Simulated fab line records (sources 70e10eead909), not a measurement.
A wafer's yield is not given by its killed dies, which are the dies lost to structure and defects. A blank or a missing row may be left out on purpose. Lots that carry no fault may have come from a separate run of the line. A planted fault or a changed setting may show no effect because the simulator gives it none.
Chamber matching / flow nand_harc / NHARC_A_WL_FILL_ALD_00 on ald_hk-02 has 4 sister chambers
The step deposits Al2O3, target thk 3 nm, pulse time 3 s, ald cycles 30. 18 wafers are shown with their chamber, then 8 later ones without.

## EACH WAFER AND ITS CHAMBER
wafer=L259.1; chamber=0; heater_power_w (W)=495; precursor_pulse_height_rel=0.988
wafer=L259.2; chamber=1; heater_power_w (W)=494; precursor_pulse_height_rel=0.973
wafer=L259.3; chamber=3; heater_power_w (W)=514; precursor_pulse_height_rel=1.007
wafer=L262.1; chamber=0; heater_power_w (W)=469; precursor_pulse_height_rel=1.003
wafer=L262.2; chamber=3; heater_power_w (W)=467; precursor_pulse_height_rel=0.989
wafer=L262.3; chamber=2; heater_power_w (W)=397; precursor_pulse_height_rel=0.996
wafer=L263.1; chamber=3; heater_power_w (W)=460; precursor_pulse_height_rel=0.964
wafer=L263.2; chamber=0; heater_power_w (W)=466; precursor_pulse_height_rel=1.014
wafer=L263.6; chamber=1; heater_power_w (W)=463; precursor_pulse_height_rel=1.030
wafer=L265.3; chamber=3; heater_power_w (W)=485; precursor_pulse_height_rel=0.984
wafer=L265.4; chamber=1; heater_power_w (W)=483; precursor_pulse_height_rel=0.980
wafer=L264.2; chamber=0; heater_power_w (W)=462; precursor_pulse_height_rel=1.014
wafer=L264.3; chamber=1; heater_power_w (W)=483; precursor_pulse_height_rel=0.973
wafer=L264.6; chamber=0; heater_power_w (W)=464; precursor_pulse_height_rel=1.027
wafer=L273.1; chamber=2; heater_power_w (W)=402; precursor_pulse_height_rel=1.016
wafer=L273.3; chamber=1; heater_power_w (W)=460; precursor_pulse_height_rel=0.975
wafer=L273.4; chamber=0; heater_power_w (W)=481; precursor_pulse_height_rel=1.001
wafer=L272.2; chamber=2; heater_power_w (W)=412; precursor_pulse_height_rel=0.998

SIGNATURES (averages over the wafers above)
reading=heater_power_w; chamber 0=472.83; chamber 1=476.60; chamber 2=403.67; chamber 3=481.50; scatter within a chamber=15.9
reading=precursor_pulse_height_rel; chamber 0=1.00783; chamber 1=0.98620; chamber 2=1.00333; chamber 3=0.98600; scatter within a chamber=0.018
Rule: distance of a wafer from a chamber = root of the sum over the readings of ((wafer's reading minus chamber's mean) / reading's scatter) squared. The wafer belongs to the nearest chamber; if the next one is less than 2 further off, it can't be placed. The scatter: take each reading less its chamber's mean, square it, sum over the shown wafers, divide by the number of wafers less the number of chambers, and take the root.

## WAFERS WITH NO CHAMBER GIVEN
wafer=L272.3; heater_power_w (W)=482; precursor_pulse_height_rel=0.974
wafer=L272.4; heater_power_w (W)=468; precursor_pulse_height_rel=1.006
wafer=L275.1; heater_power_w (W)=410; precursor_pulse_height_rel=1.005
wafer=L275.2; heater_power_w (W)=474; precursor_pulse_height_rel=1.010
wafer=L275.5; heater_power_w (W)=495; precursor_pulse_height_rel=0.992
wafer=L277.2; heater_power_w (W)=480; precursor_pulse_height_rel=0.982
wafer=L277.3; heater_power_w (W)=480; precursor_pulse_height_rel=0.991
wafer=L277.4; heater_power_w (W)=402; precursor_pulse_height_rel=0.994

## WHICH CHAMBER EACH ONE RAN IN
wafer=L272.3; from the rows above=can't be placed: 3 or 1 or 0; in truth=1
wafer=L272.4; from the rows above=can't be placed: 0 or 1 or 3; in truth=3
wafer=L275.1; from the rows above=2; in truth=2
wafer=L275.2; from the rows above=can't be placed: 0 or 1 or 3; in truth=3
wafer=L275.5; from the rows above=can't be placed: 3 or 1 or 0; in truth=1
wafer=L277.2; from the rows above=can't be placed: 3 or 1 or 0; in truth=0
wafer=L277.3; from the rows above=can't be placed: 3 or 1 or 0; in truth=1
wafer=L277.4; from the rows above=2; in truth=2
Placed correctly: 2 of 8. Cannot be placed on the basis of these rows: 6; the candidates contain the true chamber in 6. Number placed wrongly: 0.
